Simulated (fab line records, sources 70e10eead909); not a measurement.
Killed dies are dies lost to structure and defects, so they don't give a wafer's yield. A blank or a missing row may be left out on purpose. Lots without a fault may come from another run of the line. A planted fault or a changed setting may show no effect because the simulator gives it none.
Chamber matching | flow nand_harc | NHARC_A_STAIRCASE_TRIM_229 on rie_diel-02: 4 sister chambers
The step chemistry O2, time 211.2 s. 16 wafers are shown with their chamber, then 8 later ones without.

WAFERS WITH THEIR CHAMBER
wafer  | chamber | showerhead_plenum_p_Torr (Torr) | throttle_valve_pct (%) | oes_product_au (a.u.)
L074.2 | 1       | 3.27                            | 17.031                 | 0.987
L074.3 | 3       | 3.52                            | 17.043                 | 0.978
L074.6 | 3       | 3.52                            | 17.036                 | 0.984
L075.3 | 0       | 3.67                            | 17.044                 | 1.016
L075.4 | 2       | 3.48                            | 17.034                 | 1.004
L075.6 | 0       | 3.67                            | 17.030                 | 1.013
L076.1 | 2       | 3.48                            | 17.041                 | 1.002
L076.5 | 3       | 3.51                            | 17.058                 | 0.990
L076.6 | 2       | 3.48                            | 17.047                 | 1.010
L082.1 | 2       | 3.47                            | 17.039                 | 0.985
L082.3 | 0       | 3.66                            | 17.022                 | 0.994
L082.6 | 0       | 3.65                            | 17.018                 | 0.986
L081.1 | 2       | 3.46                            | 17.026                 | 0.994
L081.4 | 0       | 3.65                            | 17.033                 | 0.983
L081.6 | 3       | 3.50                            | 17.042                 | 0.987
L089.2 | 0       | 3.64                            | 17.035                 | 0.984

SIGNATURES (means of the wafers above)
reading                  | chamber 0 | chamber 1 | chamber 2 | chamber 3 | scatter within a chamber
showerhead_plenum_p_Torr | 3.6567    | 3.2700    | 3.4740    | 3.5125    | 0.0105
throttle_valve_pct       | 17.03033  | 17.03100  | 17.03740  | 17.04475  | 0.00889
oes_product_au           | 0.99600   | 0.98700   | 0.99900   | 0.98475   | 0.0114
Rule: a wafer's distance from a chamber is the root of the sum, over the readings, of the square of ((its reading less the chamber's mean) divided by the reading's scatter). The wafer belongs to the nearest chamber; if the next one is less than 2 further off, it can't be placed. The scatter: the root of (the sum of the squares of (reading less its chamber's mean) over the shown wafers, divided by (wafers less chambers)).

WAFERS WITHOUT THEIR CHAMBER
wafer  | showerhead_plenum_p_Torr (Torr) | throttle_valve_pct (%) | oes_product_au (a.u.)
L089.5 | 3.64                            | 17.048                 | 0.993
L089.6 | 3.49                            | 17.047                 | 0.990
L094.1 | 3.77                            | 17.020                 | 0.982
L094.4 | 3.49                            | 17.036                 | 1.004
L094.6 | 3.77                            | 17.036                 | 0.978
L096.1 | 3.63                            | 17.038                 | 1.007
L096.3 | 3.44                            | 17.042                 | 0.995
L096.6 | 3.48                            | 17.024                 | 0.984

WHICH CHAMBER EACH WENT THROUGH
wafer  | from the rows above     | in truth
L089.5 | 0                       | 0
L089.6 | can't be placed: 2 or 3 | 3
L094.1 | 0                       | 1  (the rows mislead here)
L094.4 | can't be placed: 2 or 3 | 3
L094.6 | 0                       | 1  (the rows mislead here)
L096.1 | 0                       | 0
L096.3 | 2                       | 2
L096.6 | can't be placed: 2 or 3 | 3
Placed correctly: 3 of 8. Can't be placed from these rows: 3 (the true chamber is among the candidates in 3). Placed wrongly: 2.
